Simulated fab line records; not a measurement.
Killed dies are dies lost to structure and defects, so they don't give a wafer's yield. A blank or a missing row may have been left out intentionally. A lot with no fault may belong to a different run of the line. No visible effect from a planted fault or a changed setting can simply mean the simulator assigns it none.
Which tool did it?    flow nandHarc    39 wafers from 13 lots sampled at 5 of the route's 1159 steps

## WHAT EACH GAUGE READ, for each wafer
NHARC_P_M0_CD_MEAS_09: the cd target is 90 nm.
lot   measured      on        cdNm (nm)
L117  day 6 01:23   cdSem-01  89.8 90.8 89.0
L121  day 6 19:37   cdSem-02  90.1 89.8 90.2
L120  day 6 20:20   cdSem-01  90.1 89.9 89.8
L122  day 7 09:04   cdSem-01  89.9 90.1 90.0
L124  day 8 00:34   cdSem-02  89.5 90.7 90.3
L125  day 8 01:08   cdSem-03  90.1 89.1 89.4
L126  day 8 06:20   cdSem-01  88.8 88.9 89.6
L128  day 9 04:54   cdSem-03  90.5 90.5 90.8
L129  day 9 11:00   cdSem-01  90.6 89.4 89.6
L135  day 10 12:35  cdSem-02  89.6 90.1
L138  day 11 01:26  cdSem-01  89.7 88.8 88.7
L139  day 11 18:14  cdSem-01  89.4 89.8 89.0

NHARC_P_M0_OVL_MEAS_10: pitch 180 nm.
lot   measured      on          overlayXNm (nm)  overlayYNm (nm)
L117  day 6 01:28   overlay-01  1.5 1.8 2.0      0.3 0.8 1.2
L121  day 6 19:43   overlay-01  0.2 0.4 0.7      -1.9 -2.1 -1.5
L120  day 6 20:26   overlay-02  -0.1 -0.6 -0.4   1.9 1.6 2.1
L122  day 7 09:09   overlay-01  0.6 0.3 0.7      1.3 0.9 1.3
L124  day 8 00:40   overlay-02  -1.0 -0.6 -0.2   -0.6 -1.2 -0.9
L125  day 8 01:13   overlay-01  -0.4 -0.8 -0.2   0.2 -0.3 -0.4
L126  day 8 06:25   overlay-02  0.8 1.3 0.9      -1.9 -1.9 -1.1
L128  day 9 04:59   overlay-01  0.6 -0.3 0.3     1.3 1.7 1.0
L129  day 9 11:06   overlay-02  0.3 -0.7 0.8     0.4 0.1 0.8
L135  day 10 12:40  overlay-02  0.4 0.1          0.2 -0.3
L138  day 11 01:32  overlay-01  -0.4 0.2 0.2     0.6 0.4 0.3
L139  day 11 18:19  overlay-01  0.7 0.3 1.1      -1.5 -0.7 -1.2

NHARC_END_SORT_01.
lot   measured      on         killedAtArray  killedAtOther  killedAtPeriphery  killedDies   killedOpen  killedShort
L136  day 24 11:37  prober-02  35 28 31       1 0 0          641 649 646        677 677 677  1 4 2       2 1 1
L135  day 24 20:59  prober-02  35 28 37       0 0 1          642 0 2            677 28 40    4 1 1       2 0 4

## TOOL THAT RAN EACH LOT (tool first, then ch and the chambers of the sampled wafers, then the start)
lot   NHARC_P_CONTACT_ETCH_36                       NHARC_P_CONTACT_ETCH_18
L117  rieDiel-09 ch 1,2,3, day 5 18:10 or earlier   rieDiel-09 ch 0,1,2, day 5 18:10
L121  rieDiel-08 ch 0,2,3, day 6 14:49 or earlier   rieDiel-08 ch 1,2,3, day 6 14:49
L120  rieDiel-09 ch 1,2, day 6 15:26 or earlier     rieDiel-09 ch 1,3, day 6 15:26
L122  rieDiel-09 ch 0,1,3, day 7 02:14 or earlier   rieDiel-09 ch 0,1,3, day 7 02:14
L124  rieDiel-06 ch 0,2,3, day 7 19:59 or earlier   rieDiel-06 ch 1,3, day 7 19:59
L125  rieDiel-09 ch 0,1,3, day 7 20:41 or earlier   rieDiel-09 ch 0,3, day 7 20:41
L126  rieDiel-06 ch 0,2,3, day 8 01:52 or earlier   rieDiel-06 ch 0,2, day 8 01:52
L128  rieDiel-06 ch 0,1, day 9 01:26 or earlier     rieDiel-06 ch 0,1, day 9 01:26
L129  rieDiel-09 ch 0,2,3, day 9 07:10 or earlier   rieDiel-09 ch 0,2, day 9 07:10
L136  rieDiel-09 ch 0,2,3, day 10 06:18 or earlier  rieDiel-09 ch 0,1,2, day 10 06:18
L135  rieDiel-09 ch 0,1,2, day 10 07:34 or earlier  rieDiel-09 ch 1,3, day 10 07:34
L138  rieDiel-08 ch 0,1,3, day 10 21:34 or earlier  rieDiel-08 ch 1,2,3, day 10 21:34
L139  rieDiel-06 ch 0,1, day 11 11:58 or earlier    rieDiel-06 ch 1,2, day 11 11:58
- NHARC_P_CONTACT_ETCH_36: etches the open film in N2/H2, target depth 260 nm, time 406.25 s.
- NHARC_P_CONTACT_ETCH_18: etches the open film in C4F8/O2/Ar, target depth 481 nm, time 240.5 s.

## WHAT THE TOOLS THEMSELVES READ (means of the sampled wafers that have a number; where no wafer has one, the mark that the record gives instead)
NHARC_P_CONTACT_ETCH_36.
lot   tool        drypumpMotorCurrentA (A)  h2FlowSccm (sccm)  oesProductAu (a.u.)  rfVppV (V)  runLengthS (s)  showerheadPlenumPTorr (Torr)  throttleValvePct (%)
L117  rieDiel-09  5.9                       149.8              1.005                429.6       427.6           2.02                          14.177
L121  rieDiel-08  6.3                       150.1              1.017                430.9       427.4           2.04                          14.166
L120  rieDiel-09  5.8                       150.4              1.014                431.6       427.6           2.06                          14.180
L122  rieDiel-09  5.8                       150.2              1.003                430.5       427.5           2.06                          14.168
L124  rieDiel-06  5.6                       150.1              1.014                428.9       427.5           1.99                          14.171
L125  rieDiel-09  5.8                       150.3              1.007                430.6       427.6           2.06                          14.170
L126  rieDiel-06  5.6                       150.1              1.017                430.0       427.5           1.99                          14.176
L128  rieDiel-06  5.5                       150.0              0.991                431.5       428.0           2.04                          14.177
L129  rieDiel-09  5.6                       149.7              1.009                429.9       427.5           2.05                          14.171
L136  rieDiel-09  5.6                       149.7              1.004                430.8       427.8           2.05                          14.174
L135  rieDiel-09  5.7                       149.7              1.003                432.5       427.6           2.09                          14.172
L138  rieDiel-08  6.3                       150.0              1.025                429.3       427.4           1.99                          14.169
L139  rieDiel-06  5.2                       149.9              1.007                429.2       427.9           1.98                          14.172

NHARC_P_CONTACT_ETCH_18.
lot   tool        oesProductAu (a.u.)  rfVppV (V)  runLengthS (s)
L117  rieDiel-09  0.971                982         261.74
L121  rieDiel-08  0.994                977         261.55
L120  rieDiel-09  0.930                977         261.64
L122  rieDiel-09  0.967                980         261.88
L124  rieDiel-06  0.963                983         261.70
L125  rieDiel-09  0.951                977         262.00
L126  rieDiel-06  0.990                970         262.20
L128  rieDiel-06  0.971                974         262.21
L129  rieDiel-09  0.967                981         261.89
L136  rieDiel-09  0.971                982         221.09
L135  rieDiel-09  0.977                974         248.15
L138  rieDiel-08  0.984                976         261.57
L139  rieDiel-06  0.970                974         262.03

## THE ANSWER, worked out from the rows above alone
Rule: the usual values come from the lots themselves. Put in order of their means at a reading, lots are off if they are a third of the lots or fewer, leave a main group of 4 or more, and stand apart from it by a gap of 3 or more times the standard deviation of the main group's means; of several such gaps the widest counts. If all means in a main group match to the digits the tables above print for the reading, that group is not used. Also off: a lot with no number at a reading for which 4 or more lots have one. All remaining lots with rows at the step are treated as sound. First the gauges in route order, then the tools' own readings, where a lot's mean is used as printed above. At the first step where some lot is off, the reading lying furthest off is the one used; lots without a number count as furthest.
Off, at NHARC_P_CONTACT_ETCH_18 on runLengthS: L136, L135. The main group has a mean of 261.86 s with a standard deviation of 0.22.
If a tool, at that step or one of the process steps before it, ran each lot that is off and ran no sound lot following the first of them, it fits. Because NHARC_P_CONTACT_ETCH_36 lacks a start for some lots, the hours and order of its lots are taken from NHARC_P_CONTACT_ETCH_18. One fits: rieDiel-09 at NHARC_P_CONTACT_ETCH_36 and NHARC_P_CONTACT_ETCH_18. At NHARC_P_CONTACT_ETCH_36 its last sound lot is L129 (day 9 07:10), its first lot that is off L136 (day 10 06:18): a fault that began between those two fits.

## WHAT WAS PUT IN BY THE SIMULATOR
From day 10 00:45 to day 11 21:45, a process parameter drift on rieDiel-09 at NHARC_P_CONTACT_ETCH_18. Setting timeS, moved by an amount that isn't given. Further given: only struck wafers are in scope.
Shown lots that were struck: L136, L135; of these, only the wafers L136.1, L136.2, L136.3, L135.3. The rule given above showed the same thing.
